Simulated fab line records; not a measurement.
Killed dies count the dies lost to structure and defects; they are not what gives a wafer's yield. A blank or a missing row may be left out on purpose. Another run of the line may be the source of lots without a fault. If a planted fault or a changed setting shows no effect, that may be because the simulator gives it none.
Comparing a struck lot with a sound one ; flow nand harc ; 40 steps out of a route of 1302
Sound: wafers L618.1, L618.2, L618.6. Wafers struck: L626.1, L626.2, L626.6. Last of all comes the cause.
For every step that has rows: the tool of each side, followed by ch and its chambers, followed by its first start. Under that, the readings that differ: sound wafers ; struck wafers ; difference of the means ; sigmas: that difference in standard deviations of wafers without a fault.
alike: same words and numbers on both sides, and readings whose means sit less than 2 such deviations apart. not compared: any withheld reading, any reading some wafer has no value for, any bound like >300 that may hide the same value, and any number with overlapping values for which the record gives no deviation.
A row with sigmas, a row that says differs or no value, or rows on one side alone: a step with any of these is where the two part. Numbers that don't overlap but have no deviation are shown without sigmas and don't part them. Lack of a reading on every wafer of one side parts them only where that side has two or more wafers.

first, 11 steps without rows for these wafers: NHARC_A_STAIRCASE_DEP_259 (deposits SiON, target thk 30 nm); NHARC_A_STAIRCASE_DEHYDRATE_260 (time 120 s); NHARC_A_STAIRCASE_HMDS_261 (time 30 s); NHARC_A_STAIRCASE_COAT_262; NHARC_A_STAIRCASE_SOFTBAKE_263 (time 170 s); NHARC_A_STAIRCASE_EBR_264; NHARC_A_STAIRCASE_EXPOSE_265 (exposes mask CHOP 200); NHARC_A_STAIRCASE_PEB_266 (peb time 130 s); NHARC_A_STAIRCASE_DEVELOP_267 (time 140 s); NHARC_A_STAIRCASE_HARDBAKE_269 (time 140 s); NHARC_A_STAIRCASE_DESCUM_270 (chemistry O2, time 3 s).
NHARC_A_STAIRCASE_ETCH_271: etches the open film in CF4/CHF3.
  sound on rie diel-01 ch 0,3, day 17 14:32; struck on rie diel-13 ch 0,3, day 21 09:59
  alike: drypump motor current A, oes product au, rf vpp V, showerhead plenum p Torr, throttle valve pct
  not compared: rf hours counter h
then, 2 steps without rows for these wafers: NHARC_A_STAIRCASE_HM_OPEN_457 (chemistry O2/COS); NHARC_A_STAIRCASE_STRIP_458 (strips in O2/COS).
NHARC_A_STAIRCASE_ETCH_451: etches the open film in CF4/O2, target depth 30 nm, overetch 3 nm, time 16.5 s.
  sound: rie diel-01 ch 0,1,2; struck: rie diel-13 ch 2,3
  alike: drypump motor current A, oes product au, rf vpp V, showerhead plenum p Torr, throttle valve pct
  not compared: rf hours counter h
NHARC_A_STAIRCASE_ETCH_273: etches the open film in C4F8/O2/Ar, target depth 10200 nm, time 2468.6 s.
  sound: rie diel-01 ch 0,3; struck: rie diel-13 ch 1,2,3
reading;sound;struck;difference;sigmas
oes product au (a.u.);0.914 0.915 0.914;0.945 0.959 0.959;+0.040;+3
  alike: rf vpp V
  not compared: rf hours counter h
then, 15 steps without rows for these wafers: NHARC_A_STAIRCASE_STRIP_274 (strips in O2); NHARC_A_STAIRCASE_STRIP_275 (strips in SPM, time 900 s); NHARC_A_STAIRCASE_PRECLEAN_276 (cleans in SC1); NHARC_A_STAIRCASE_SRD_277; NHARC_A_STAIRCASE_HM_DEP_459 (deposits aC, target thk 1500 nm); NHARC_A_STAIRCASE_DEP_280 (deposits SiON, target thk 30 nm); NHARC_A_STAIRCASE_DEHYDRATE_281 (time 120 s); NHARC_A_STAIRCASE_HMDS_282 (time 30 s); NHARC_A_STAIRCASE_COAT_283; NHARC_A_STAIRCASE_SOFTBAKE_284 (time 170 s); NHARC_A_STAIRCASE_EBR_285; NHARC_A_STAIRCASE_EXPOSE_286 (exposes mask CHOP 100); NHARC_A_STAIRCASE_PEB_287 (peb time 130 s); NHARC_A_STAIRCASE_DEVELOP_288 (time 140 s); NHARC_A_STAIRCASE_HARDBAKE_290 (time 140 s).
NHARC_A_STAIRCASE_DESCUM_291: chemistry O2, time 3 s.
  sound on rie diel-13 ch 1,2, day 17 21:09; struck on rie diel-06 ch 0,2,3, day 21 16:02
  alike: drypump motor current A, oes product au, rf vpp V, showerhead plenum p Torr, throttle valve pct
  not compared: rf hours counter h
NHARC_A_STAIRCASE_ETCH_292: etches the open film in CF4/CHF3.
  sound on rie diel-13 ch 2,3, day 17 21:14; struck on rie diel-06 ch 1,2,3, day 21 16:08
  alike: drypump motor current A, oes product au, rf vpp V, showerhead plenum p Torr, throttle valve pct
  not compared: rf hours counter h
then, 2 steps without rows for these wafers: NHARC_A_STAIRCASE_HM_OPEN_460 (chemistry O2/COS); NHARC_A_STAIRCASE_STRIP_461 (strips in O2/COS).
NHARC_A_STAIRCASE_ETCH_452: etches the open film in CF4/O2, target depth 30 nm, overetch 3 nm, time 16.5 s.
  sound: rie diel-13 ch 0,1,3; struck: rie diel-06 ch 1,3
  alike: drypump motor current A, oes product au, rf vpp V, showerhead plenum p Torr, throttle valve pct
  not compared: rf hours counter h
then, 3 steps without rows for these wafers: NHARC_A_STAIRCASE_ETCH_294 (etches the open film in C4F8/O2/Ar, target depth 4989 nm, time 1211.6 s); NHARC_A_STAIRCASE_STRIP_295 (strips in O2); NHARC_A_STAIRCASE_STRIP_296 (strips in SPM, time 900 s).
-- the record jumps here: 8 days lie between the struck wafers' starts before and after (it left off in module A_STAIRCASE and takes up again in module END, whose first step shown is number 1302 of the route) --
NHARC_END_SORT_01:
  only the struck wafers appear in the record here, on prober-02 ch 0 at day 29 10:29; the sound ones have no rows

WHERE THEY PART
Last at NHARC_END_SORT_01 as far as this record goes, first at NHARC_A_STAIRCASE_ETCH_273.

WHY: the cause the simulator had injected
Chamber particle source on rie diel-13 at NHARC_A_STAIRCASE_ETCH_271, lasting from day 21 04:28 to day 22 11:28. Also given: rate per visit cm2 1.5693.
